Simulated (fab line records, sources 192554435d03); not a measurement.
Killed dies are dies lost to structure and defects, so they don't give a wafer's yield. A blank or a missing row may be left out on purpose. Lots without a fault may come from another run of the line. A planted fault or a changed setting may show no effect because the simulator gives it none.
Chamber matching | flow n5_finfet | N5_SDB_ETCH_18 on rie_diel-01: 4 sister chambers
The step etches SOC in N2/H2, target depth 100 nm, overetch 20 nm, time 150 s. 4 wafers are shown with their chamber, then 12 later ones without.

WAFERS WITH THEIR CHAMBER
wafer  | chamber | drypump_motor_current_A (A)
L082.3 | 1       | 5.8
L088.2 | 2       | 6.5
L088.4 | 0       | 5.9
L088.6 | 3       | 5.6

WAFERS WITHOUT THEIR CHAMBER
wafer  | drypump_motor_current_A (A)
L092.1 | 5.6
L092.2 | 6.4
L092.4 | 5.9
L093.1 | 5.6
L093.3 | 5.8
L093.4 | 6.5
L094.1 | 5.6
L094.2 | 5.9
L094.3 | 6.5
L094.4 | 5.8
L094.5 | 5.8
L094.6 | 6.5

WHICH CHAMBER EACH WENT THROUGH
wafer  | from the rows above | in truth
L092.1 | 3                   | 3
L092.2 | 2                   | 2
L092.4 | 0                   | 0
L093.1 | 3                   | 3
L093.3 | 1                   | 1
L093.4 | 2                   | 2
L094.1 | 3                   | 3
L094.2 | 0                   | 0
L094.3 | 2                   | 2
L094.4 | 1                   | 1
L094.5 | 1                   | 1
L094.6 | 2                   | 2
Placed correctly: 12 of 12. Can't be placed from these rows: 0. Placed wrongly: 0.
How it was worked out, from the rows above alone: a wafer's distance from a chamber is the root of the sum, over the readings, of the square of ((its reading less the chamber's mean) divided by the reading's scatter). The wafer belongs to the nearest chamber; if the next one is less than 2 further off, it can't be placed. A chamber's mean is the mean of its shown wafers. The scatter: with one shown wafer a chamber, the root of the mean of the squares of how far each hidden wafer lies from its nearest shown one.
